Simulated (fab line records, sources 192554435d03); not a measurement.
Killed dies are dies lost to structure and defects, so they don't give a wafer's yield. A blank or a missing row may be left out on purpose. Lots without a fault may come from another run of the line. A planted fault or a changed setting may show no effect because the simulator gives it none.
Split-lot experiment | flow n5_finfet | 7 lots, 21 wafers read, on a route of 1938 steps

THE SPLIT
At N5_BEOL_M6_ILD_DEP_00 (deposits SiCOH lowk from DEMS/porogen, target thk 179.75 nm, time 33.4 s), the setting time_s was moved away from the recipe's 33.4 s on 5 of the 21 wafers read, by -7.3% to +12.4%. The other wafers ran this setting at the recipe's value.

FROM THE SPLIT TO THE READING: what the file shows between them, 1 step
- N5_BEOL_M6_CURE_74: cures SiCOH lowk, time 240 s

THE READING
M6_ILD_THK, in nm, at N5_BEOL_M6_THK_MEAS_01. Fault-free wafers of this fab line usually give 155.1 nm, standard deviation 2 nm.

wafer  | tool, chamber at the split | time_s as run, s | against the recipe | M6_ILD_THK, nm | against lot-mates on the recipe
L074.1 | pecvd-01, 2                | 33.4             | recipe             | 153.4          | -
L074.2 | pecvd-01, 0                | 33.4             | recipe             | 152.8          | -
L074.5 | pecvd-01, 2                | 33.4             | recipe             | 157.0          | -
L079.3 | pecvd-04, 0                | 33.4             | recipe             | 151.7          | -
L079.4 | pecvd-04, 2                | 33.4             | recipe             | 154.1          | -
L079.5 | pecvd-04, 1                | 31               | -7.2%              | 142.4          | -10.5
L081.1 | pecvd-01, 2,1              | 33.4             | recipe             | 153.5          | -
L081.2 | pecvd-01, 0                | 33.4             | recipe             | 154.3          | -
L081.3 | pecvd-01, 2,1              | 33.4             | recipe             | 153.3          | -
L080.3 | pecvd-02, 1                | 31.66            | -5.2%              | 147.9          | -7.5
L080.5 | pecvd-02, 0                | 31.66            | -5.2%              | 147.6          | -7.8
L080.6 | pecvd-02, 2                | 33.4             | recipe             | 155.4          | -
L089.1 | pecvd-02, 0                | 33.4             | recipe             | 154.3          | -
L089.2 | pecvd-02, 1                | 33.4             | recipe             | 155.5          | -
L089.6 | pecvd-02, 0                | 33.4             | recipe             | 155.9          | -
L092.2 | pecvd-04, 2                | 33.4             | recipe             | 158.1          | -
L092.4 | pecvd-04, 2                | 33.4             | recipe             | 158.3          | -
L092.5 | pecvd-04, 0                | 37.54            | +12.4%             | 176.3          | +18.1
L094.1 | pecvd-01, 1                | 33.4             | recipe             | 151.4          | -
L094.3 | pecvd-01, 2                | 33.4             | recipe             | 153.6          | -
L094.6 | pecvd-01, 2                | 30.95            | -7.3%              | 144.8          | -7.7
Where a row lists several chambers, the file gives one row for several wafers and doesn't say which wafer went through which chamber.

THE FIT
A straight line over all 21 wafers: M6_ILD_THK changes by +1.61 nm for each +1% of time_s; r = +0.96; the points scatter about the line by 2 nm.
The same after taking each lot's own level away (the mean of its wafers on the recipe; 21 wafers): +1.4 nm for each +1%; r = +0.98; scatter 1.1 nm.
On that fit, the largest move of time_s shifts the reading by 17 nm.
The lots' own levels span 152.50 to 158.20 nm, that is 2.8 times the standard deviation above.
So the lot-to-lot level changes the slope: the two fits differ.
Check: with one of the wafers moved furthest among these (+12.4%) left out of the fit, the line predicts +16.3 nm for it against its lot-mates. It came out at +18.1 nm against them.

OTHER SPLITS ON THESE WAFERS
These wafers also went through other splits before the reading. Each is held against what the fit with the lots' levels taken away leaves over:
other split on the same wafers | wafers away from the commonest value | r with M6_ILD_THK (lot level and that fit taken away)
N5_BEOL_M3_EXPOSE_08 dose_mj   | 8                                    | -0.08
N5_BEOL_M5_COAT_71 spin_rpm    | 9                                    | +0.24
N5_BEOL_M5_COAT_05 spin_rpm    | 9                                    | +0.19

THE WHOLE CHAIN: every reading that the file lists as answering this split, in the file's order
step                   | what it does                                                             | reading                                                                                  | change (the file's fit)              | r (the file's)
N5_BEOL_M6_ILD_DEP_00  | deposits SiCOH lowk from DEMS/porogen, target thk 179.75 nm, time 33.4 s | SiCOH_lowk_of_BEOL_M6_ILD_DEP_00.thk_nm (the simulator's own value, which no gauge read) | +1.58 nm for each +1% of the setting | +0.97
N5_BEOL_M6_CURE_74     | cures SiCOH lowk, time 240 s                                             | SiCOH_lowk_of_BEOL_M6_ILD_DEP_00.thk_nm (the simulator's own value, which no gauge read) | +1.38 nm for each +1% of the setting | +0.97
N5_BEOL_M6_THK_MEAS_01 |                                                                          | M6_ILD_THK                                                                               | +1.38 for each +1% of the setting    | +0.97

THE FILE'S OWN FIT
M6_ILD_THK changes by +1.38 nm for each +1% of time_s, r = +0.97.
